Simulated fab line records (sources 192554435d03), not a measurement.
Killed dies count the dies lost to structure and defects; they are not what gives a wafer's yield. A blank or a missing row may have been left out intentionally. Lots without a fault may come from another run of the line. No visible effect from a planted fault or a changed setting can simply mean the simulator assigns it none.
fab line records ; flow n5_finfet
record: lots: 13; wafers: 39; last_day: 17
route steps=1938 shown SPACER0@261 SD_EPI_P@306 ILD0@335
lots untouched by any fault: they come from a run of this same line in which no faults occurred
start_h: hours from the record's opening day to when the first of the lot's shown wafers began ; wait_h: time in hours since the lot's previous step ; " identical to the entry in the row above ; L1.1+2: a single row standing in for several wafers ; - no value present, or no start provided ; * or withheld: withheld ; < > ~ a bound
route shown NAME@n: NAME is a module with steps in the file, n the number in the route of the first one ; usual: mean/standard deviation of fault-free wafers ; same: alike in all rows ; chamber/n: place in a boat ; sites: each site's reading ; _std_site: how widely they spread, as a standard deviation ; _edge_site: inner sites' mean taken away from outer sites' mean ; radius_mm: how far each site lies from the wafer's centre ; mask NAME#n: copy n ; behind: the most recent tool/chamber to have shaped the wafer ; hold: cause of the lot's hold/its duration in hours/its outcome ; device: whichever transistor did not switch (one of n, p or np) ; end of line: the route-end tests of the same wafers ; where a step has no rows: the recipe by itself ; killed: count of dies lost to structure and defects at first sort (not the wafer's yield) ; map: per-die view of a wafer (x killed, . not killed, _ where there is no die)
set.NAME: the setting as run; set.NAME@STEP: as run at that earlier step ; model.NAME: the simulator's own value behind a step, which no gauge read
route steps across a sampled set of lots; one table per step, one row per wafer
services: the hour from which a tool's chamber was out of use, counted from the record's first day as start_h (under 0 if before that day), plus the number of hours and why
== steps ==
step: N5_SPACER0_INSPECT_04
recipe: inspect_instrument: darkfield; mode: post_dep
usual: raw_defect_count: 134/32
lot.wafer;tool;chamber;start_h;wait_h;raw_defect_count
L559.3;defect_inspect-01;-;48.57;0.1;191
L559.4;defect_inspect-01;-;48.57;0.1;130
L559.5;defect_inspect-01;-;48.57;0.1;179
L560.2;defect_inspect-01;-;53.77;0.1;131
L560.4;defect_inspect-01;-;53.77;0.1;76
L560.6;defect_inspect-01;-;53.77;0.1;109
L561.2;defect_inspect-01;-;64.91;0.1;117
L561.5;defect_inspect-01;-;64.91;0.1;112
L561.6;defect_inspect-01;-;64.91;0.1;81
L562.1;defect_inspect-02;-;65.45;0.1;152
L562.2;defect_inspect-02;-;65.45;0.1;205
L562.5;defect_inspect-02;-;65.45;0.1;142
L563.1;defect_inspect-02;-;72.64;0.1;104
L563.2;defect_inspect-02;-;72.64;0.1;120
L563.6;defect_inspect-02;-;72.64;0.1;84
L568.3;defect_inspect-01;-;104.28;0.1;114
L568.5;defect_inspect-01;-;104.28;0.1;139
L568.6;defect_inspect-01;-;104.28;0.1;129
L569.2;defect_inspect-01;-;109.36;0.1;129
L569.3;defect_inspect-01;-;109.36;0.1;106
L569.6;defect_inspect-01;-;109.36;0.1;122
L570.1;defect_inspect-01;-;113.42;0.1;116
L570.3;defect_inspect-01;-;113.42;0.1;111
L570.6;defect_inspect-01;-;113.42;0.1;127
L574.2;defect_inspect-02;-;139.22;0.1;127
L574.5;defect_inspect-02;-;139.22;0.1;158
L574.6;defect_inspect-02;-;139.22;0.1;126
L575.2;defect_inspect-01;-;144.89;0.1;134
L575.5;defect_inspect-01;-;144.89;0.1;184
L575.6;defect_inspect-01;-;144.89;0.1;145
L577.2;defect_inspect-02;-;157.73;0.1;186
L577.3;defect_inspect-02;-;157.73;0.1;182
L577.5;defect_inspect-02;-;157.73;0.1;172
L581.3;defect_inspect-01;-;182.90;0.1;158
L581.5;defect_inspect-01;-;182.90;0.1;160
L581.6;defect_inspect-01;-;182.90;0.1;128
L582.1;defect_inspect-01;-;185.89;0.1;185
L582.2;defect_inspect-01;-;185.89;0.1;148
L582.6;defect_inspect-01;-;185.89;0.1;231
step: N5_SD_EPI_P_DESCUM_14
recipe: chemistry: O2; time_s: 7.9; source_power_w: 50; bias_power_w: 20; pressure_mtorr: 20; rf_frequency_hz: 2.712e+07; temp_c: 40; resist: CAR-ArF-block; o2_flow_sccm: 225
usual: drypump_motor_current_A: 5.89/0.25; oes_product_au: 0.78/0.082; rf_vpp_V: 243.6/1.2; showerhead_plenum_p_Torr: 2.11/0.058; throttle_valve_pct: 20.32/0.22
lot.wafer;tool;chamber;start_h;wait_h;drypump_motor_current_A;oes_product_au;rf_hours_counter_h;rf_vpp_V;showerhead_plenum_p_Torr;throttle_valve_pct
L559.3;rie_diel-03;1;54.19;0.0;5.47;0.73;169;242.4;2.07;20.61
L559.4;rie_diel-03;0;54.19;0.0;5.73;0.79;129;242.0;2.02;20.52
L559.5;rie_diel-03;3;54.19;0.0;5.83;0.73;-;244.4;2.18;20.38
L560.2;rie_diel-03;0;59.57;0.0;5.71;0.78;131;242.1;2.02;20.50
L560.4;rie_diel-03;1;59.57;0.0;5.48;0.72;171;244.6;2.07;20.62
L560.6;rie_diel-03;3;59.57;0.0;5.84;0.72;-;243.3;2.18;20.39
L561.2;rie_diel-02;3;69.71;0.0;6.13;0.68;231;242.9;2.07;20.32
L561.5;rie_diel-02;1;69.71;0.0;5.96;0.89;-;245.9;2.20;19.96
L561.6;rie_diel-02;0;69.71;0.0;5.45;0.70;-;243.3;2.05;20.33
L562.1;rie_diel-02;3;70.56;0.2;6.14;0.69;231;242.9;2.07;20.32
L562.2;rie_diel-02;1;70.56;0.2;5.98;0.88;25;245.1;2.20;19.96
L562.5;rie_diel-02;1;70.56;0.2;5.97;0.89;-;244.9;2.20;19.94
L563.1;rie_diel-03;2;77.72;0.2;6.03;0.84;58;242.6;2.11;20.19
L563.2;rie_diel-03;0;77.72;0.2;5.74;0.78;136;241.0;2.02;20.50
L563.6;rie_diel-03;0;77.72;0.2;5.74;0.79;-;242.9;2.02;20.52
L568.3;rie_diel-06;2;109.61;0.0;6.08;0.72;179;243.2;2.09;20.58
L568.5;rie_diel-06;3;109.61;0.0;5.81;0.72;-;244.1;2.09;20.80
L568.6;rie_diel-06;2;109.61;0.0;6.06;0.71;-;241.1;2.10;20.59
L569.2;rie_diel-03;0;114.67;0.4;5.70;0.77;147;240.6;2.02;20.53
L569.3;rie_diel-03;2;114.67;0.4;6.01;0.82;67;243.6;2.10;20.19
L569.6;rie_diel-03;2;114.67;0.4;6.00;0.82;-;243.9;2.10;20.20
L570.1;rie_diel-02;2;118.88;0.3;5.97;0.76;144;243.5;2.11;20.22
L570.3;rie_diel-02;1;118.88;0.3;5.95;0.86;41;244.7;2.19;19.97
L570.6;rie_diel-02;3;118.88;0.3;6.10;0.67;-;243.1;2.06;20.35
L574.2;rie_diel-03;0;144.15;0.0;5.74;0.76;156;241.6;2.01;20.54
L574.5;rie_diel-03;1;144.15;0.0;5.52;0.71;-;243.1;2.06;20.66
L574.6;rie_diel-03;2;144.15;0.0;6.08;0.81;-;244.9;2.10;20.23
L575.2;rie_diel-06;0;149.79;0.0;5.79;0.71;164;244.2;2.20;20.66
L575.5;rie_diel-06;0;149.79;0.0;5.79;0.71;-;244.8;2.20;20.64
L575.6;rie_diel-06;1;149.79;0.0;6.49;0.88;-;242.0;2.13;20.09
L577.2;rie_diel-03;0;163.17;0.4;5.74;0.77;161;242.3;2.01;20.55
L577.3;rie_diel-03;3;163.17;0.4;5.85;0.70;219;244.4;2.17;20.43
L577.5;rie_diel-03;3;163.17;0.4;5.87;0.70;-;243.5;2.17;20.40
L581.3;rie_diel-02;2;188.67;0.0;5.93;0.74;168;243.5;2.11;20.27
L581.5;rie_diel-02;1;188.67;0.0;5.97;0.84;-;245.0;2.18;20.01
L581.6;rie_diel-02;2;188.67;0.0;5.95;0.74;-;244.1;2.11;20.29
L582.1;rie_diel-02;2;191.04;0.0;5.98;0.75;170;243.7;2.11;20.27
L582.2;rie_diel-02;0;191.04;0.0;5.50;0.92;21;243.4;2.04;20.18
L582.6;rie_diel-02;3;191.04;0.0;6.13;0.93;-;242.1;2.06;20.15
step: N5_SD_EPI_P_PRECLEAN_51
recipe: chemistry: NF3:NH3; afs_cycles: 1; temp_c: 30; time_s: 20; sublimation_temp_c: 180; sublimation_time_s: 60; pressure_torr: 3; rf_power_w: 30
usual: afs_cycles: 1/0; chamber_pressure_Torr: 3.000/0.0067
lot.wafer;tool;chamber;start_h;wait_h;afs_cycles;chamber_pressure_Torr
L559.3;epi_rpcvd-02;0;55.26;0.1;1;3.007
L559.4;epi_rpcvd-02;0;55.26;0.1;1;3.002
L559.5;epi_rpcvd-02;0;55.26;0.1;1;3.005
L560.2;epi_rpcvd-01;0;60.60;0.1;1;2.995
L560.4;epi_rpcvd-01;0;60.60;0.1;1;3.003
L560.6;epi_rpcvd-01;0;60.60;0.1;1;2.992
L561.2;epi_rpcvd-02;0;70.73;0.1;1;3.001
L561.5;epi_rpcvd-02;0;70.73;0.1;1;2.998
L561.6;epi_rpcvd-02;0;70.73;0.1;1;2.998
L562.1;epi_rpcvd-01;0;71.55;0.0;1;2.997
L562.2;epi_rpcvd-01;0;71.55;0.0;1;3.003
L562.5;epi_rpcvd-01;0;71.55;0.0;1;2.992
L563.1;epi_rpcvd-03;0;78.71;0.0;1;2.994
L563.2;epi_rpcvd-03;0;78.71;0.0;1;2.997
L563.6;epi_rpcvd-03;0;78.71;0.0;1;2.994
L568.3;epi_rpcvd-03;-;110.69;0.1;-;-
L568.5;epi_rpcvd-03;-;110.69;0.1;-;-
L568.6;epi_rpcvd-03;-;110.69;0.1;-;-
L569.2;epi_rpcvd-03;-;115.71;0.1;-;-
L569.3;epi_rpcvd-03;-;115.71;0.1;-;-
L569.6;epi_rpcvd-03;-;115.71;0.1;-;-
L570.1;epi_rpcvd-01;-;119.87;0.0;-;-
L570.3;epi_rpcvd-01;-;119.87;0.0;-;-
L570.6;epi_rpcvd-01;-;119.87;0.0;-;-
L574.2;epi_rpcvd-01;0;145.17;0.1;1;3.012
L574.5;epi_rpcvd-01;0;145.17;0.1;1;3.008
L574.6;epi_rpcvd-01;0;145.17;0.1;1;3.015
L575.2;epi_rpcvd-01;0;150.81;0.1;1;3.000
L575.5;epi_rpcvd-01;0;150.81;0.1;1;3.008
L575.6;epi_rpcvd-01;0;150.81;0.1;1;3.002
L577.2;epi_rpcvd-03;0;164.20;0.1;1;2.987
L577.3;epi_rpcvd-03;0;164.20;0.1;1;3.002
L577.5;epi_rpcvd-03;0;164.20;0.1;1;3.001
L581.3;epi_rpcvd-01;0;189.72;0.1;1;3.006
L581.5;epi_rpcvd-01;0;189.72;0.1;1;3.006
L581.6;epi_rpcvd-01;0;189.72;0.1;1;3.013
L582.1;epi_rpcvd-03;0;192.06;0.0;1;3.004
L582.2;epi_rpcvd-03;0;192.06;0.0;1;3.014
L582.6;epi_rpcvd-03;0;192.06;0.0;1;3.007
step: N5_ILD0_LINER_00
recipe: material: SiNx; target_thk_a: 40; temp_c: 400; ald_precursor_family: SiH2I2; ald_co_reactant: N2/H2-plasma; pulse_time_s: 1; purge_time_s: 2; co_reactant_purge_time_s: 2; ald_cycles: 80; pressure_torr: 2
usual: heater_power_outer_w: 490/52; heater_power_w: 811/79; precursor_pulse_height_rel: 1.002/0.019
same: ald_cycles: 80
lot.wafer;tool;chamber;start_h;wait_h;heater_power_outer_w;heater_power_w;precursor_pulse_height_rel
L559.3;ald_sin-03;1;59.54;0.0;476;838;1.025
L559.4;ald_sin-03;2;59.54;0.0;491;773;1.014
L559.5;ald_sin-03;3;59.54;0.0;500;827;1.013
L560.2;ald_sin-01;2;64.11;0.0;520;891;1.048
L560.4;ald_sin-01;3;64.11;0.0;422;751;1.024
L560.6;ald_sin-01;2;64.11;0.0;515;912;0.994
L561.2;ald_sin-03;3;74.22;0.0;495;825;1.020
L561.5;ald_sin-03;2;74.22;0.0;489;812;1.032
L561.6;ald_sin-03;3;74.22;0.0;498;818;1.007
L562.1;ald_sin-02;3;75.21;0.0;463;703;0.976
L562.2;ald_sin-02;2;75.21;0.0;478;856;1.002
L562.5;ald_sin-02;0;75.21;0.0;437;717;1.040
L563.1;ald_sin-01;1;83.31;0.3;473;755;0.985
L563.2;ald_sin-01;2;83.31;0.3;520;944;0.965
L563.6;ald_sin-01;2;83.31;0.3;534;939;1.021
L568.3;ald_sin-01;0;115.45;0.5;601;915;0.985
L568.5;ald_sin-01;0;115.45;0.5;590;934;0.996
L568.6;ald_sin-01;1;115.45;0.5;479;743;1.024
L569.2;ald_sin-03;3;121.14;0.0;493;839;0.974
L569.3;ald_sin-03;1;121.14;0.0;493;853;0.984
L569.6;ald_sin-03;1;121.14;0.0;482;860;0.981
L570.1;ald_sin-01;3;123.39;0.0;415;759;1.006
L570.3;ald_sin-01;0;123.39;0.0;627;946;1.011
L570.6;ald_sin-01;0;123.39;0.0;612;943;0.989
L574.2;ald_sin-02;2;148.66;0.0;501;855;0.982
L574.5;ald_sin-02;3;148.66;0.0;464;699;1.016
L574.6;ald_sin-02;0;148.66;0.0;444;712;1.017
L575.2;ald_sin-01;3;154.46;0.0;405;742;1.020
L575.5;ald_sin-01;0;154.46;0.0;604;946;0.980
L575.6;ald_sin-01;3;154.46;0.0;406;755;1.013
L577.2;ald_sin-01;0;168.06;0.4;604;943;1.010
L577.3;ald_sin-01;2;168.06;0.4;525;929;1.000
L577.5;ald_sin-01;3;168.06;0.4;418;748;0.991
L581.3;ald_sin-01;1;193.26;0.0;477;721;1.005
L581.5;ald_sin-01;2;193.26;0.0;496;862;1.005
L581.6;ald_sin-01;3;193.26;0.0;434;780;1.018
L582.1;ald_sin-02;2;196.14;0.4;482;873;1.011
L582.2;ald_sin-02;0;196.14;0.4;444;732;0.981
L582.6;ald_sin-02;3;196.14;0.4;466;698;1.002
== services ==
tool;chamber;start_h;hours;kind
rie_diel-02;3;44.06;5.9;repair
rie_diel-03;0;47.69;2.1;repair
rie_diel-06;2;58.47;8.6;repair
ald_sin-02;1;69.29;7.8;repair
epi_rpcvd-02;-;77.21;1.2;repair
ald_sin-01;0;80.20;20.4;repair
rie_diel-02;0;84.26;23.0;repair
rie_diel-02;0;119.54;-;clean
rie_diel-02;0;119.54;-;consumable_replace:focus_ring
rie_diel-02;0;119.54;13.2;scheduled_down
ald_sin-03;0;126.03;3.6;repair
ald_sin-01;1;129.96;14.0;repair
ald_sin-02;1;152.20;10.6;repair
ald_sin-01;-;176.92;14.0;pm
ald_sin-01;0;176.92;14.0;vent_cycle
ald_sin-01;1;176.92;14.0;vent_cycle
ald_sin-01;2;176.92;14.0;vent_cycle
ald_sin-01;3;176.92;14.0;vent_cycle
epi_rpcvd-03;-;184.54;6.0;pm
ald_sin-03;1;186.99;105.9;repair
ald_sin-01;0;190.92;-;clean
ald_sin-01;1;190.92;-;clean
ald_sin-01;2;190.92;-;clean
ald_sin-01;3;190.92;-;clean
== key ==
first_sign: step: N5_SD_EPI_P_PRECLEAN_51; reading: tool_record; direction: missing
effect none on later readings
met_at N5_SD_EPI_P_PRECLEAN_51
struck_lots L568,L569,L570
sort_left_out L568.3,L568.5,L568.6,L569.2,L569.3,L569.6,L570.1,L570.3,L570.6
tester_left_out L568,L569,L570
not_acting_at N5_SPACER0_INSPECT_04,N5_SD_EPI_P_DESCUM_14,N5_ILD0_LINER_00
onset_between 78.71 110.69
fault: kind: skipped_step_whole; tool: epi_rpcvd-01,epi_rpcvd-03; chamber: -; onset_h: 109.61; steps: N5_SD_EPI_P_PRECLEAN_51; scope: struck_lots_only
tester_left_out: of these lots the tester's yield and bins aren't shown, on N5 and GAA mostly nor the transistor test; their killed dies are dies lost to structure and defects alone, not to doping, threshold or leakage, so they don't give the yield
sort_left_out: the simulated sort isn't trusted on such a fault, so these wafers' sort isn't shown, and their yield isn't known
